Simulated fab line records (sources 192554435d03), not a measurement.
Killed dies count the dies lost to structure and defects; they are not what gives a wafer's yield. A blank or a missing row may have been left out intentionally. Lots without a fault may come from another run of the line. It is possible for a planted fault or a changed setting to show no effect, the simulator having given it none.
Split-lot study    flow n5 finfet    on a route of 1938 steps: 7 lots, 21 wafers read

== THE SPLIT ==
At N5_BEOL_M7_ILD_DEP_00 (deposits SiCOH lowk from DEMS/porogen, target thk 179.75 nm, time 33.4 s), the setting time s was moved away from the recipe's 33.4 s on 9 of the 21 wafers read, by -13.1% to +6.1%. The other wafers ran this setting at the recipe's value.

== BETWEEN THE SPLIT AND THE READING: the file shows 1 step in between ==
- N5_BEOL_M7_CURE_74: cures SiCOH lowk, time 240 s

== THE READING ==
M7_ILD_THK (nm), taken at N5_BEOL_M7_THK_MEAS_01. Typical for fault-free wafers on this fab line: 155.5 nm, with standard deviation 2.1 nm.

wafer   tool, chamber at the split  time s as run, s  against the recipe  M7_ILD_THK, nm  against lot-mates on the recipe
L074.1  pecvd-02, 1                 33.4              recipe              154.4           -
L074.3  pecvd-02, 2                 31.82             -4.7%               145.1           -10.8
L074.4  pecvd-02, 0                 33.4              recipe              157.3           -
L075.3  pecvd-02, 2                 33.4              recipe              150.4           -
L075.4  pecvd-02, 2                 33.4              recipe              153.4           -
L075.5  pecvd-02, 1                 33.4              recipe              154.3           -
L085.1  pecvd-01, 2                 33.4              recipe              153.2           -
L085.2  pecvd-01, 1                 33.4              recipe              153.5           -
L085.6  pecvd-01, 0                 33.4              recipe              155.0           -
L092.2  pecvd-01, 0                 29.03             -13.1%              134.6           -20.9
L092.3  pecvd-01, 2                 33.4              recipe              155.5           -
L092.4  pecvd-01, 2                 29.03             -13.1%              136.8           -18.7
L091.4  pecvd-02, 1                 35.19             +5.4%               166.8           no lot-mate on the recipe
L091.5  pecvd-02, 2                 35.19             +5.4%               166.8           no lot-mate on the recipe
L091.6  pecvd-02, 0                 35.19             +5.4%               169.2           no lot-mate on the recipe
L093.1  pecvd-02, 0                 33.4              recipe              156.8           -
L093.3  pecvd-02, 1                 33.4              recipe              154.0           -
L093.5  pecvd-02, 1                 35.45             +6.1%               164.8           +9.4
L095.2  pecvd-02, 1                 33.4              recipe              153.2           -
L095.5  pecvd-02, 2                 29.71             -11.0%              139.9           -13.3
L095.6  pecvd-02, 0                 29.71             -11.0%              140.3           -12.9

FIT RESULTS
A straight line over all 21 wafers: M7_ILD_THK changes by +1.58 nm for each +1% of time s; r = +0.97; the points scatter about the line by 2.5 nm.
The same after taking each lot's own level away (the mean of its wafers on the recipe; 18 wafers): +1.41 nm for each +1%; r = +0.98; scatter 1.8 nm.
That fit puts the effect of the largest move of time s on the reading at 18 nm.
From 152.70 to 155.85 nm: that is the span of the lots' own levels, equal to 1.5 times the standard deviation above.
So the slope is not independent of the lot-to-lot level: the two fits are not the same.
Check: -17.7 nm against its lot-mates is what the line predicts for one of the wafers moved furthest among these (-13.1%) when that wafer is left out of the fit. Against them it came out at -20.9 nm.

== THE WHOLE CHAIN: every reading that the file lists as answering this split, in the file's order ==
step                    what it does                                                              reading                                                                                   change (the file's fit)               r (the file's)
N5_BEOL_M7_ILD_DEP_00   deposits SiCOH lowk from DEMS/porogen, target thk 179.75 nm, time 33.4 s  SiCOH_lowk_of_BEOL_M7_ILD_DEP_00.thk nm (the simulator's own value, which no gauge read)  +1.66 nm for each +1% of the setting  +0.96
N5_BEOL_M7_CURE_74      cures SiCOH lowk, time 240 s                                              SiCOH_lowk_of_BEOL_M7_ILD_DEP_00.thk nm (the simulator's own value, which no gauge read)  +1.45 nm for each +1% of the setting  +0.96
N5_BEOL_M7_THK_MEAS_01                                                                            M7_ILD_THK                                                                                +1.45 for each +1% of the setting     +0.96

== THE FILE'S OWN FIT ==
M7_ILD_THK changes by +1.45 nm for each +1% of time s, r = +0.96.
